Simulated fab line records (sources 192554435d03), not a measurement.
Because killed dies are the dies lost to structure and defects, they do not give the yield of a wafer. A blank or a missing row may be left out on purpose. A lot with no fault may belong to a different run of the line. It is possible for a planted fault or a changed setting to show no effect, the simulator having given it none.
fab line records ; flow n5_finfet
record lots=9; wafers=26; last_day=20
route steps=1938 shown BEOL_M3@970 BEOL_M4@1111 PASSIVATION@1936
lots with no fault: from the same line, run without faults
start_h: start of the lot's first displayed wafer, in hours after the record's first day ; wait_h: time in hours since the lot's previous step ; " as in the row above ; L1.1+2: a single row standing in for several wafers ; - no value present, or no start provided ; * or withheld: withheld ; < > ~ a bound
route shown NAME@n: names a module that has steps shown in the file, with the first one's number in the route ; usual: average and standard deviation across the fault-free wafers ; same: alike in all rows ; chamber/n: place in a boat ; sites: each site's reading ; _std_site: the values' standard deviation ; _edge_site: mean of outer sites minus mean of inner sites ; radius_mm: for every site, how far away it sits from the centre of the wafer ; mask NAME#n: copy n ; behind: the tool/chamber that last shaped the wafer ; hold: what put the lot on hold/how long, in hours/how the hold closed ; device: the n, p or np transistor that did not switch ; end of line: the route-end tests of the same wafers ; step lacking rows: just its recipe ; killed: the dies lost at the first sort to structure and to defects; this is not the yield of the wafer ; map: dies across one wafer; x = killed, . = not, _ = none there
set.NAME: the run value of the setting; set.NAME@STEP: its run value at that earlier step ; model.NAME: the simulator's own value behind a step, which no gauge read
route steps across a sampled set of lots; one table per step, one row per wafer
services: a tool's chamber out of use, with start hour (start_h, from the record's first day; less than 0 if before it), hours out, and reason
## steps
# step N5_BEOL_M3_ETCH_77
# recipe chemistry=N2/H2; target=underlayer; target_depth_a=65; mask_material=CAR-EUV; time_s=5.2; ion_energy_ev=200; pressure_mtorr=30; source_w=840; bias_w=150; n2_flow_sccm=200; h2_flow_sccm=200; ends=cleared
# usual drypump_motor_current_A=5.6/0.34; etch_rf_on_time_s=5.20/0.23; oes_product_au=0.67/0.056; rf_vpp_V=523.5/2.8; showerhead_plenum_p_Torr=2.53/0.09; throttle_valve_pct=17.84/0.19
lot.wafer;tool;chamber;start_h;wait_h;drypump_motor_current_A;etch_rf_on_time_s;oes_product_au;rf_hours_counter_h;rf_vpp_V;showerhead_plenum_p_Torr;throttle_valve_pct
L989.2;rie_diel-02;1;218.66;0.0;5.5;4.87;0.74;74;528.8;2.67;17.58
L989.3;rie_diel-02;3;218.66;0.0;5.7;5.43;0.60;207;520.8;2.41;17.92
L989.4;rie_diel-02;0;218.66;0.0;5.5;5.36;0.66;110;521.4;2.47;17.86
L992.1;rie_diel-02;3;225.64;0.0;5.7;5.60;0.61;208;521.6;2.40;17.93
L992.4;rie_diel-02;1;225.64;0.0;5.5;4.90;0.73;75;527.4;2.67;17.54
L992.6;rie_diel-02;1;225.64;0.0;5.4;4.90;0.73;-;527.9;2.67;17.63
L994.2;rie_diel-06;2;246.97;0.0;5.9;5.29;0.66;120;515.8;2.36;17.93
L994.4;rie_diel-06;3;246.97;0.0;5.8;5.17;0.60;212;523.7;2.51;17.97
L994.6;rie_diel-06;3;246.97;0.0;5.8;5.13;0.59;-;525.5;2.51;17.97
L997.1;rie_diel-02;0;258.79;0.0;5.6;5.33;0.66;120;521.4;2.47;17.88
L997.2;rie_diel-02;2;258.79;0.0;5.5;4.94;0.64;201;523.0;2.50;17.85
L997.6;rie_diel-02;3;258.79;0.0;5.6;5.52;0.59;-;520.8;2.40;17.94
L999.1;rie_diel-02;0;262.23;0.0;5.5;5.37;0.67;121;521.4;2.47;17.89
L999.4;rie_diel-02;2;262.23;0.0;5.5;4.94;0.63;202;522.4;2.50;17.86
L999.5;rie_diel-02;3;262.23;0.0;5.7;5.60;0.59;-;521.1;2.40;17.92
L101.3;rie_diel-06;2;285.07;0.0;5.9;5.35;0.65;133;519.3;2.35;17.97
L101.6;rie_diel-06;1;285.07;0.0;5.4;5.26;0.68;-;525.3;2.55;17.66
L102.4;rie_diel-06;0;285.66;0.0;5.5;5.21;0.76;47;519.3;2.48;17.56
L102.5;rie_diel-06;1;285.66;0.0;5.4;5.21;0.71;-;525.1;2.55;17.68
L102.6;rie_diel-06;2;285.66;0.0;5.8;5.34;0.65;-;519.8;2.35;17.95
L104.2;rie_diel-02;1;290.15;0.0;5.4;4.90;0.72;99;531.2;2.66;17.63
L104.3;rie_diel-02;3;290.15;0.0;5.7;5.56;0.60;230;521.2;2.40;17.96
L104.4;rie_diel-02;0;290.15;0.0;5.5;5.33;0.65;131;522.6;2.47;17.88
L105.1;rie_diel-06;1;309.20;0.0;5.3;5.19;0.69;98;523.7;2.55;17.68
L105.4;rie_diel-06;3;309.20;0.0;5.8;5.34;0.57;231;522.1;2.51;18.00
L105.6;rie_diel-06;0;309.20;0.0;5.5;5.24;0.74;-;521.8;2.48;17.57
# step N5_BEOL_M3_TRENCH_ETCH_37
# recipe chemistry=C4F6/O2; target_depth_a=555.55; target=SiOC; time_s=29.2; ion_energy_ev=250; pressure_mtorr=30; source_w=355; bias_w=185; Ar_flow_sccm=300; C4F6_flow_sccm=10; O2_flow_sccm=10
# usual O2_flow_sccm=10.00/0.031; drypump_motor_current_A=5.6/0.38; oes_product_au=0.77/0.061; rf_vpp_V=662/15; showerhead_plenum_p_Torr=2.84/0.1; throttle_valve_pct=20.86/0.18
# same time_s=29.2
lot.wafer;tool;chamber;start_h;wait_h;O2_flow_sccm;drypump_motor_current_A;oes_product_au;rf_hours_counter_h;rf_vpp_V;showerhead_plenum_p_Torr;throttle_valve_pct
L989.2;rie_diel-02;3;-;-;10.03;5.6;0.72;209;656;2.69;20.91
L989.3;rie_diel-02;2;-;-;10.00;5.5;0.75;189;643;2.84;20.95
L989.4;rie_diel-02;1;-;-;10.00;5.4;0.85;76;674;3.00;20.63
L992.1;rie_diel-03;1;-;-;9.99;6.5;0.76;171;672;2.84;20.88
L992.4;rie_diel-03;0;-;-;9.98;6.0;0.85;51;683;2.88;20.73
L992.6;rie_diel-03;1;-;-;9.98;6.5;0.76;-;673;2.84;20.89
L994.2;rie_diel-02;2;-;-;9.99;5.5;0.74;206;643;2.83;20.96
L994.4;rie_diel-02;1;-;-;10.02;5.5;0.82;94;674;2.99;20.67
L994.6;rie_diel-02;2;-;-;10.04;5.5;0.74;-;642;2.83;20.95
L997.1;rie_diel-03;2;-;-;10.00;5.4;0.66;247;668;2.92;21.01
L997.2;rie_diel-03;3;-;-;10.05;4.9;0.74;198;665;2.94;21.20
L997.6;rie_diel-03;3;-;-;9.97;4.9;0.73;-;667;2.94;21.20
L999.1;rie_diel-03;1;-;-;10.01;6.4;0.76;183;673;2.83;20.90
L999.4;rie_diel-03;2;-;-;10.00;5.4;0.67;249;666;2.92;21.02
L999.5;rie_diel-03;2;-;-;9.97;5.4;0.67;-;667;2.92;21.03
L101.3;rie_diel-02;1;-;-;9.97;5.4;0.82;104;676;2.98;20.68
L101.6;rie_diel-02;0;-;-;10.01;5.5;0.78;-;646;2.74;20.70
L102.4;rie_diel-02;3;-;-;10.00;5.7;0.69;238;655;2.67;20.96
L102.5;rie_diel-02;2;-;-;10.07;5.6;0.72;-;641;2.83;20.96
L102.6;rie_diel-02;1;-;-;10.04;5.4;0.81;-;675;2.98;20.69
L104.2;rie_diel-02;3;-;-;9.99;5.7;0.69;238;655;2.67;20.94
L104.3;rie_diel-02;0;-;-;10.00;5.5;0.78;141;646;2.74;20.73
L104.4;rie_diel-02;1;-;-;10.01;5.4;0.82;109;675;2.98;20.70
L105.1;rie_diel-02;3;-;-;9.99;5.6;0.69;240;654;2.67;20.94
L105.4;rie_diel-02;0;-;-;9.99;5.5;0.77;142;645;2.73;20.72
L105.6;rie_diel-02;3;-;-;9.99;5.7;0.69;-;656;2.67;20.94
# step N5_BEOL_M3_HM_STRIP_39
# recipe chemistry=peroxide_tin_strip; material=TiN; target_depth_a=250; temp_c=50; time_s=158
# usual bath_guard_temp_C=50.1/0.56; bath_heat_duty_pct=7.3/0.66; time_s=158/0
lot.wafer;tool;chamber;start_h;wait_h;bath_guard_temp_C;bath_heat_duty_pct;time_s
L989.2;wet_bench-03;7;227.35;0.0;50.9;7.5;158
L989.3;wet_bench-03;2;227.35;0.0;50.9;7.2;158
L989.4;wet_bench-03;6;227.35;0.0;49.0;7.1;158
L992.1;wet_bench-06;0;246.28;0.0;50.4;6.7;158
L992.4;wet_bench-06;4;246.28;0.0;50.4;7.6;158
L992.6;wet_bench-06;6;246.28;0.0;50.3;7.9;158
L994.2;wet_bench-01;0;276.30;0.0;-;-;-
L994.4;wet_bench-01;5;276.30;0.0;-;-;-
L994.6;wet_bench-01;1;276.30;0.0;-;-;-
L997.1;wet_bench-06;7;279.90;0.0;-;-;-
L997.2;wet_bench-06;5;279.90;0.0;-;-;-
L997.6;wet_bench-06;4;279.90;0.0;-;-;-
L999.1;wet_bench-06;3;283.97;0.0;-;-;-
L999.4;wet_bench-06;1;283.97;0.0;-;-;-
L999.5;wet_bench-06;0;283.97;0.0;-;-;-
L101.3;wet_bench-01;6;302.50;0.0;50.1;6.5;158
L101.6;wet_bench-01;5;302.50;0.0;49.1;7.1;158
L102.4;wet_bench-06;1;317.57;0.0;49.7;7.0;158
L102.5;wet_bench-06;0;317.57;0.0;50.1;7.3;158
L102.6;wet_bench-06;2;317.57;0.0;49.4;7.2;158
L104.2;wet_bench-01;4;317.93;0.0;49.8;7.7;158
L104.3;wet_bench-01;3;317.93;0.0;50.1;7.8;158
L104.4;wet_bench-01;7;317.93;0.0;49.8;6.6;158
L105.1;wet_bench-01;6;322.26;0.0;50.3;6.6;158
L105.4;wet_bench-01;4;322.26;0.0;50.2;7.6;158
L105.6;wet_bench-01;7;322.26;0.0;50.1;7.1;158
# step N5_BEOL_M3_SURFACE_TREAT_85
# recipe gas=Ar; time_s=*; ion_energy_ev=*; ion_current_ma_cm2=0.5; pressure_mtorr=*; ar_flow_sccm=30
# usual throttle_valve_pct=*
# same time_s=*
lot.wafer;tool;chamber;start_h;wait_h;throttle_valve_pct
L989.2;pvd_sputter-01;-;228.59;0.3;*
L989.3;pvd_sputter-01;-;228.59;0.3;*
L989.4;pvd_sputter-01;-;228.59;0.3;*
L992.1;pvd_sputter-02;-;247.08;0.2;*
L992.4;pvd_sputter-02;-;247.08;0.2;*
L992.6;pvd_sputter-02;-;247.08;0.2;*
L994.2;pvd_sputter-01;-;277.04;0.2;*
L994.4;pvd_sputter-01;-;277.04;0.2;*
L994.6;pvd_sputter-01;-;277.04;0.2;*
L997.1;pvd_sputter-02;-;281.91;1.2;*
L997.2;pvd_sputter-02;-;281.91;1.2;*
L997.6;pvd_sputter-02;-;281.91;1.2;*
L999.1;pvd_sputter-01;-;285.32;0.4;*
L999.4;pvd_sputter-01;-;285.32;0.4;*
L999.5;pvd_sputter-01;-;285.32;0.4;*
L101.3;pvd_sputter-02;-;303.56;0.2;*
L101.6;pvd_sputter-02;-;303.56;0.2;*
L102.4;pvd_sputter-01;-;318.42;0.2;*
L102.5;pvd_sputter-01;-;318.42;0.2;*
L102.6;pvd_sputter-01;-;318.42;0.2;*
L104.2;pvd_sputter-02;-;318.71;0.2;*
L104.3;pvd_sputter-02;-;318.71;0.2;*
L104.4;pvd_sputter-02;-;318.71;0.2;*
L105.1;pvd_sputter-01;-;323.56;0.4;*
L105.4;pvd_sputter-01;-;323.56;0.4;*
L105.6;pvd_sputter-01;-;323.56;0.4;*
# step N5_BEOL_M3_CMP_52
# recipe stop_on=SiOC; t_overpolish_s=6.8; down_force_psi=1; platen_rpm=50; clearing_platen_down_force_psi=1.5; clearing_platen_rpm=50; post_cmp_clean=cu_alkaline; target_thk_nm=40; clearing_platen_pad_velocity_m_s=0.99484; pad_velocity_m_s=0.99484
# usual barrier_field_endpoint_s=24.7/0.66; clearing_platen_rpm=50.000/0.027; motor_current_A=6.2/0.72; pad_life_wafers=956/690
lot.wafer;tool;chamber;start_h;wait_h;barrier_field_endpoint_s;clearing_platen_rpm;motor_current_A;pad_life_wafers
L989.3;cmp-03;0;231.88;0.2;24.4;49.989;6.7;174
L989.2;cmp-03;2;231.88;0.2;24.6;50.024;6.0;176
L989.4;cmp-03;3;231.88;0.2;25.4;50.006;6.1;177
L992.1;cmp-04;2;249.62;0.3;24.4;49.977;5.1;936
L992.4;cmp-04;3;249.62;0.3;25.6;50.020;6.6;937
L992.6;cmp-04;3;249.62;0.3;24.6;49.987;6.5;-
L994.2;cmp-02;0;279.72;0.2;33.0;50.014;7.9;162
L994.4;cmp-02;2;279.72;0.2;34.0;50.002;5.2;164
L994.6;cmp-02;0;279.72;0.2;34.0;50.012;8.0;-
L997.1;cmp-02;3;285.06;0.6;31.4;50.001;6.0;212
L997.2;cmp-02;0;285.06;0.6;32.1;49.976;8.2;213
L997.6;cmp-02;1;285.06;0.6;32.3;50.015;6.3;-
L999.4;cmp-03;2;291.69;0.2;32.9;49.988;6.1;751
L999.1;cmp-03;3;291.69;0.2;32.4;50.014;6.2;752
L999.5;cmp-03;1;291.69;0.2;34.6;49.994;6.1;-
L101.3;cmp-02;2;306.19;0.2;24.0;49.986;5.2;344
L101.6;cmp-02;1;306.19;0.2;24.8;50.033;5.8;-
L102.4;cmp-03;2;320.99;0.2;24.5;49.981;6.5;985
L102.6;cmp-03;1;320.99;0.2;25.3;50.026;6.1;-
L102.5;cmp-03;2;320.99;0.2;24.2;50.021;6.4;-
L104.2;cmp-03;3;321.75;0.2;25.0;50.040;6.2;996
L104.3;cmp-03;1;321.75;0.2;24.8;50.018;6.2;998
L104.4;cmp-03;2;321.75;0.2;24.3;49.968;6.1;999
L105.4;cmp-02;3;326.13;0.1;24.5;50.008;5.9;498
L105.1;cmp-02;0;326.13;0.1;25.3;50.057;7.8;499
L105.6;cmp-02;3;326.13;0.1;25.4;49.982;6.3;-
# step N5_BEOL_M4_RC_MEAS_101
# usual DIBL_N=36.5/2.1; DIBL_P=36.6/2.6; IOFF_N=0.17/0.044; IOFF_P=0.21/0.048; ION_N=674/17; ION_P=462/9.5; SS_N=71.6/0.77; SS_P=73.5/0.72; VT_N=250/4.2; VT_P=-250/3.9
lot.wafer;tool;chamber;start_h;wait_h;DIBL_N[mV/V];DIBL_P[mV/V];IOFF_N[nA/um];IOFF_P[nA/um];ION_N[uA/um];ION_P[uA/um];SS_N[mV/dec];SS_P[mV/dec];VT_N[mV];VT_P[mV]
L989.2;prober-02;0;257.03;0.2;35.0;34.2;0.13;0.15;644;440;71.1;72.1;253;-258
L989.3;prober-02;0;257.03;0.2;42.0;43.0;0.28;0.29;704;470;73.0;74.2;241;-251
L989.4;prober-02;0;257.03;0.2;34.9;33.9;0.13;0.16;676;457;71.1;73.0;249;-253
L992.1;prober-01;0;270.26;0.0;37.4;37.5;0.16;0.22;680;464;71.7;73.9;251;-249
L992.4;prober-01;0;270.26;0.0;37.1;36.5;0.14;0.21;658;465;72.3;73.2;254;-248
L992.6;prober-01;0;270.26;0.0;35.6;34.6;0.12;0.18;665;464;71.1;72.7;255;-251
L999.1;prober-01;0;299.93;0.0;37.2;36.8;0.19;0.27;692;484;72.1;74.2;245;-244
L999.4;prober-01;0;299.93;0.0;33.4;33.5;0.13;0.20;670;467;70.7;73.6;251;-249
L999.5;prober-01;0;299.93;0.0;35.6;34.8;0.16;0.23;662;469;71.8;73.9;249;-244
L994.2;prober-02;0;300.01;0.2;37.6;39.6;0.18;0.24;667;456;72.1;74.0;250;-249
L994.4;prober-02;0;300.01;0.2;33.3;33.2;0.12;0.15;664;453;70.7;72.2;253;-255
L994.6;prober-02;0;300.01;0.2;38.7;41.4;0.20;0.28;664;460;72.3;74.4;247;-250
L997.1;prober-02;0;300.79;0.5;37.3;36.0;0.16;0.23;677;461;71.2;73.4;248;-247
L997.2;prober-02;0;300.79;0.5;35.9;32.5;0.13;0.17;642;446;70.9;72.0;254;-252
L997.6;prober-02;0;300.79;0.5;33.9;32.2;0.11;0.17;643;449;70.0;71.7;252;-249
L101.3;prober-01;0;317.52;0.3;36.3;36.1;0.14;0.17;664;456;72.5;73.6;254;-256
L101.6;prober-01;0;317.52;0.3;35.6;35.6;0.12;0.15;648;443;71.6;73.0;254;-259
L102.4;prober-01;0;331.73;0.5;37.5;38.9;0.19;0.24;684;467;71.8;73.3;248;-251
L102.5;prober-01;0;331.73;0.5;36.8;37.7;0.17;0.23;680;472;72.5;73.1;249;-248
L102.6;prober-01;0;331.73;0.5;38.7;40.5;0.22;0.26;683;461;72.5;73.6;247;-246
L104.2;prober-02;0;339.48;0.2;34.4;33.6;0.13;0.17;667;457;70.5;72.3;250;-251
L104.3;prober-02;0;339.48;0.2;36.6;36.6;0.17;0.22;691;472;71.7;73.8;249;-248
L104.4;prober-02;0;339.48;0.2;37.4;37.9;0.18;0.24;679;468;71.6;73.5;250;-246
L105.1;prober-01;0;349.42;0.0;34.9;36.2;0.12;0.17;664;459;71.3;73.3;257;-256
L105.4;prober-01;0;349.42;0.0;37.3;38.6;0.16;0.21;671;469;71.8;74.0;252;-251
L105.6;prober-01;0;349.42;0.0;35.3;35.4;0.13;0.16;666;453;71.5;72.8;255;-258
# step N5_PASSIVATION_PROBE_49
# usual defect_limited_yield=91.2/1.5; killed_at_M0_to_M3=36/10; killed_at_M4_up=14/5.2; killed_at_contacts=12/6; killed_at_front_end=37/10; killed_at_other=4/3.3; killed_dies=104/18; killed_open=68/14; killed_short=34/7.4; sort_bin_4_leakage=0.01/0.04; sort_bin_5_function=5.2/1; sort_bin_6_memory=3.3/0.7; sort_bin_8_speed=0.01/0.045; sort_n_pass=1076/18; sort_yield_pct=91.2/1.5
# same gross_dies=1180; killed_at_back_side=0
lot.wafer;tool;chamber;start_h;wait_h;defect_limited_yield[%];killed_at_M0_to_M3;killed_at_M4_up;killed_at_contacts;killed_at_front_end;killed_at_other;killed_dies;killed_open;killed_short;sort_bin_4_leakage[%];sort_bin_5_function[%];sort_bin_6_memory[%];sort_bin_8_speed[%];sort_n_pass;sort_yield_pct[%]
L997.1;prober-01;-;399.06;0.0;86.0;85;13;6;28;33;165;66;23;0;9.3;4.3;0;1015;86.0
L997.2;prober-01;-;399.11;0.1;87.9;78;10;7;40;8;143;74;31;0;6.4;4.7;0.25;1034;87.6
L997.6;prober-01;-;399.31;0.3;91.1;63;11;3;25;3;105;46;18;0;5.7;3.1;0.17;1073;90.9
L994.2;prober-02;-;419.64;0.1;90.4;49;12;22;28;2;113;54;34;0;4.9;4.3;0;1067;90.4
L994.4;prober-02;-;419.74;0.2;88.7;58;19;9;43;4;133;60;47;0;6.5;4.6;0;1047;88.7
L994.6;prober-02;-;419.84;0.3;88.3;72;20;17;27;2;138;73;28;0;7.1;4.4;0;1042;88.3
L999.1;prober-01;-;420.03;0.0;89.9;60;8;7;30;14;119;44;32;0;6.1;3.7;0;1061;89.9
L999.4;prober-01;-;420.18;0.2;86.9;79;21;8;36;10;154;66;34;0;7.2;5.8;0;1026;86.9
# killed by level:class
L997.1 BEOL_M3:interface_void_opened=47 PASSIVATION:area_etch=28 BEOL_M2:geometric_particle:open=12 BEOL_M3:geometric_particle:open=9 FIN_SAQP:geometric_particle:open=7 BEOL_M4:geometric_particle:open=7 STI_FIN_REVEAL:geometric_particle:open=6 BEOL_M0_SAQP:geometric_particle:open=5
L997.2 BEOL_M3:interface_void_opened=30 BEOL_M0_SAQP:geometric_particle:open=15 BEOL_M3:geometric_particle:open=11 BEOL_M0_SAQP:geometric_particle:short=8 HKMG_FIN:area_etch=8 MOL_CONTACT_COAG:geometric_particle:open=7 FIN_SAQP:geometric_particle:open=6 BEOL_M4:geometric_particle:open=6
L997.6 BEOL_M3:interface_void_opened=40 BEOL_M0_SAQP:geometric_particle:open=7 BEOL_M3:geometric_particle:open=7 FIN_SAQP:geometric_particle:open=6 BEOL_M4:geometric_particle:open=5 STI_FIN_REVEAL:geometric_particle:open=4 BEOL_M0_SAQP:geometric_particle:short=4 FIN_SAQP:geometric_particle:short=3
L994.2 BEOL_M3:interface_void_opened=24 MOL_CONTACT_COAG:geometric_particle:open=18 FIN_SAQP:geometric_particle:short=5 BEOL_M0_SAQP:geometric_particle:open=5 BEOL_M3:geometric_particle:short=5 DUMMY_GATE:geometric_particle:open=4 BEOL_M5:geometric_particle:short=4 MOL_CONTACT_COAG:geometric_particle:short=4
L994.4 BEOL_M3:interface_void_opened=26 FIN_SAQP:geometric_particle:open=13 BEOL_M0_SAQP:geometric_particle:open=9 BEOL_M0_SAQP:geometric_particle:short=9 MOL_CONTACT_COAG:geometric_particle:open=6 FIN_SAQP:geometric_particle:short=5 ILD0:geometric_particle:short=5 BEOL_M3:geometric_particle:short=5
L994.6 BEOL_M3:interface_void_opened=37 MOL_CONTACT_COAG:geometric_particle:open=15 BEOL_M0_SAQP:geometric_particle:open=15 DUMMY_GATE:geometric_particle:open=7 BEOL_M0_SAQP:geometric_particle:short=6 BEOL_M3:geometric_particle:open=6 BEOL_M4:geometric_particle:open=6 ILD0:geometric_particle:short=5
L999.1 BEOL_M3:interface_void_opened=35 STI_FIN_REVEAL:geometric_particle:open=8 MOL_CONTACT_COAG:geometric_particle:open=6 PASSIVATION:area_etch=6 BEOL_M0_SAQP:geometric_particle:short=5 STARTING-WAFER:geometric_particle:short=5 FIN_SAQP:geometric_particle:short=4 BEOL_M0_SAQP:geometric_particle:open=4
L999.4 BEOL_M3:interface_void_opened=50 BEOL_M0_SAQP:geometric_particle:open=8 BEOL_M0_SAQP:geometric_particle:short=7 BEOL_M3:geometric_particle:open=7 BEOL_M4:geometric_particle:open=7 BEOL_M3:geometric_particle:short=6 GATE_CUT:geometric_particle:short=6 MOL_CONTACT_COAG:geometric_particle:open=6
## services
tool;chamber;start_h;hours;kind
rie_diel-03;3;200.07;23.7;repair
cmp-03;-;204.67;4.0;pm
cmp-03;-;208.67;-;consumable_replace:conditioner
cmp-03;-;208.67;-;consumable_replace:pad
cmp-03;-;216.66;0.9;repair
cmp-02;-;216.81;1.2;repair
pvd_sputter-01;-;219.23;4.0;repair
rie_diel-03;2;220.43;3.6;repair
rie_diel-02;3;230.01;2.4;repair
cmp-02;-;231.63;10.3;pm
cmp-03;-;244.00;1.0;repair
rie_diel-02;0;252.10;6.5;repair
cmp-02;-;259.41;4.0;pm
rie_diel-03;2;285.40;-;clean
rie_diel-03;2;285.40;-;consumable_replace:focus_ring
rie_diel-03;2;285.40;16.3;scheduled_down
rie_diel-03;2;285.40;16.3;vent_cycle
cmp-02;-;289.59;4.6;pm
cmp-02;-;321.72;0.3;repair
## key
first_sign step=N5_BEOL_M3_HM_STRIP_39; reading=tool_record; direction=missing
effect step=N5_BEOL_M3_CMP_52; reading=barrier_field_endpoint_s; direction=up; sigmas=13; usual=24.7; struck=33.0
effect step=N5_PASSIVATION_PROBE_49; reading=killed_at_M0_to_M3; direction=up; sigmas=3; usual=36; struck=68
met_at N5_BEOL_M3_HM_STRIP_39
struck_lots L994,L997,L999
rows_end L999.5
baseline_loss step=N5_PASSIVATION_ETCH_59; wafers=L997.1
not_acting_at N5_BEOL_M3_ETCH_77,N5_BEOL_M3_TRENCH_ETCH_37,N5_BEOL_M3_SURFACE_TREAT_85
onset_between 246.28 276.30
fault kind=skipped_step_whole; tool=wet_bench-01,wet_bench-06; chamber=-; onset_h=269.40; steps=N5_BEOL_M3_HM_STRIP_39; scope=struck_lots_only
# rows_end: these wafers met a further fault down the route, and their rows from its step on are left out
# baseline_loss: these wafers lose ten dies or more at that step, a loss of the line's own and not of a fault; the sort's usual values leave them out
